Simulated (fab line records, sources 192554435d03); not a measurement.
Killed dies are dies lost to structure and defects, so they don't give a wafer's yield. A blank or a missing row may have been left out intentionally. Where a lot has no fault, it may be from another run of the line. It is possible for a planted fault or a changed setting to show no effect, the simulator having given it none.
Which tool is to blame? / flow n5-finfet / 12 lots with 36 wafers sampled at 2 steps, on a route of 1938 steps

== WHAT EACH GAUGE READ, for each wafer ==
N5_BEOL_M9_INSPECT_13: inspects for defects (brightfield).
lot=L075; measured=day 9 18:06; on=defect-inspect-01; raw-defect-count=529 423 585
lot=L077; measured=day 10 05:53; on=defect-inspect-01; raw-defect-count=283 395 326
lot=L080; measured=day 10 23:49; on=defect-inspect-01; raw-defect-count=566 509 583
lot=L081; measured=day 11 02:23; on=defect-inspect-02; raw-defect-count=362 354 581
lot=L083; measured=day 12 02:23; on=defect-inspect-01; raw-defect-count=303 356 319
lot=L085; measured=day 12 04:25; on=defect-inspect-01; raw-defect-count=412 414 529
lot=L086; measured=day 12 08:37; on=defect-inspect-01; raw-defect-count=317 477 390
lot=L089; measured=day 13 10:44; on=defect-inspect-02; raw-defect-count=266 357 425
lot=L091; measured=day 14 06:47; on=defect-inspect-02; raw-defect-count=404 458 416
lot=L095; measured=day 15 01:16; on=defect-inspect-01; raw-defect-count=452 429 351
lot=L097; measured=day 15 01:28; on=defect-inspect-01; raw-defect-count=452 340 576
lot=L096; measured=day 15 16:41; on=defect-inspect-01; raw-defect-count=735 684 724

== EACH LOT AND THE TOOL THAT RAN IT (in order: tool; ch and the chambers of the sampled wafers; start) ==
lot=L075; N5_BEOL_M8_DEP_56=pecvd-04 ch 0,1, day 9 16:41
lot=L077; N5_BEOL_M8_DEP_56=pecvd-01 ch 0,1,2, day 10 03:44
lot=L080; N5_BEOL_M8_DEP_56=pecvd-01 ch 0,2, day 10 20:35
lot=L081; N5_BEOL_M8_DEP_56=pecvd-01 ch 1,2, day 11 00:03
lot=L083; N5_BEOL_M8_DEP_56=pecvd-04 ch 1,2, day 11 22:19
lot=L085; N5_BEOL_M8_DEP_56=pecvd-03 ch 0,1, day 12 00:58
lot=L086; N5_BEOL_M8_DEP_56=pecvd-03 ch 0,2, day 12 06:19
lot=L089; N5_BEOL_M8_DEP_56=pecvd-01 ch 0,1, day 13 07:17
lot=L091; N5_BEOL_M8_DEP_56=pecvd-03 ch 0,1, day 14 04:47
lot=L095; N5_BEOL_M8_DEP_56=pecvd-01 ch 0,1,2, day 14 21:32
lot=L097; N5_BEOL_M8_DEP_56=pecvd-01 ch 0,1,2, day 14 23:43
lot=L096; N5_BEOL_M8_DEP_56=pecvd-01 ch 0,1, day 15 13:41
- N5_BEOL_M8_DEP_56: deposits SiCN from 3MS/NH3, target thk 10 nm, time 17.5 s.

== THE ANSWER, worked out from the rows above alone ==
Rule: what is usual is taken from the lots themselves. The widest of any qualifying gaps counts: lots, ordered by their means at a reading, are off when they make up no more than a third of the lots, leave a main group of 4 or more, and stand apart from it by 3 or more times the standard deviation of that group's means. A main group whose means are all the same, to the digits that the tables above print for the reading, isn't used. Also off: a lot with no number at a reading for which 4 or more lots have one. The other lots that the step has rows for count as sound.
No lot is off on any of the readings shown, so nothing can be concluded from this.

== WHAT THE SIMULATOR PUT IN ==
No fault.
